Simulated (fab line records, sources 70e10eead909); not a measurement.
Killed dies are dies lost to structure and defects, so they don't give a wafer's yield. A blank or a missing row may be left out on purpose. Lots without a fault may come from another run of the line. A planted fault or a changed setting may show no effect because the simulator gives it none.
Chamber matching | flow nand_harc | NHARC_P_M0_STRIP_18 on rie_diel-12: 4 sister chambers
The step strips in N2/H2. 14 wafers are shown with their chamber, then 7 later ones without.

WAFERS WITH THEIR CHAMBER
wafer  | chamber | drypump_motor_current_A (A) | showerhead_plenum_p_Torr (Torr) | oes_product_au (a.u.)
L350.1 | 2       | 5.1                         | 2.06                            | 1.011
L350.3 | 1       | 6.4                         | 1.98                            | 0.997
L350.4 | 0       | 5.6                         | 1.90                            | 0.987
L351.1 | 1       | 6.4                         | 1.98                            | 1.000
L351.4 | 0       | 5.6                         | 1.90                            | 0.991
L351.5 | 1       | 6.4                         | 1.98                            | 1.004
L354.1 | 2       | 5.2                         | 2.06                            | 1.008
L354.2 | 1       | 6.4                         | 1.98                            | 0.989
L354.5 | 1       | 6.4                         | 1.97                            | 0.998
L367.1 | 2       | 5.2                         | 2.05                            | 1.019
L367.4 | 0       | 5.6                         | 1.89                            | 0.997
L367.6 | 2       | 5.2                         | 2.05                            | 1.011
L368.1 | 3       | 6.4                         | 2.02                            | 1.009
L368.3 | 0       | 5.7                         | 1.89                            | 1.010

SIGNATURES (means of the wafers above)
reading                  | chamber 0 | chamber 1 | chamber 2 | chamber 3 | scatter within a chamber
drypump_motor_current_A  | 5.625     | 6.400     | 5.175     | 6.400     | 0.0387
showerhead_plenum_p_Torr | 1.8950    | 1.9780    | 2.0550    | 2.0200    | 0.00529
oes_product_au           | 0.99625   | 0.99760   | 1.01225   | 1.00900   | 0.007
Rule: a wafer's distance from a chamber is the root of the sum, over the readings, of the square of ((its reading less the chamber's mean) divided by the reading's scatter). The wafer belongs to the nearest chamber; if the next one is less than 2 further off, it can't be placed. The scatter: the root of (the sum of the squares of (reading less its chamber's mean) over the shown wafers, divided by (wafers less chambers)).

WAFERS WITHOUT THEIR CHAMBER
wafer  | drypump_motor_current_A (A) | showerhead_plenum_p_Torr (Torr) | oes_product_au (a.u.)
L368.4 | 6.4                         | 1.97                            | 0.998
L369.1 | 5.2                         | 2.05                            | 1.014
L369.4 | 5.6                         | 1.89                            | 0.991
L369.5 | 5.6                         | 1.89                            | 0.997
L371.2 | 6.4                         | 2.02                            | 0.996
L371.4 | 6.4                         | 1.97                            | 0.991
L371.5 | 6.4                         | 2.02                            | 0.998

WHICH CHAMBER EACH WENT THROUGH
wafer  | from the rows above | in truth
L368.4 | 1                   | 1
L369.1 | 2                   | 2
L369.4 | 0                   | 0
L369.5 | 0                   | 0
L371.2 | 3                   | 3
L371.4 | 1                   | 1
L371.5 | 3                   | 3
Placed correctly: 7 of 7. Can't be placed from these rows: 0. Placed wrongly: 0.
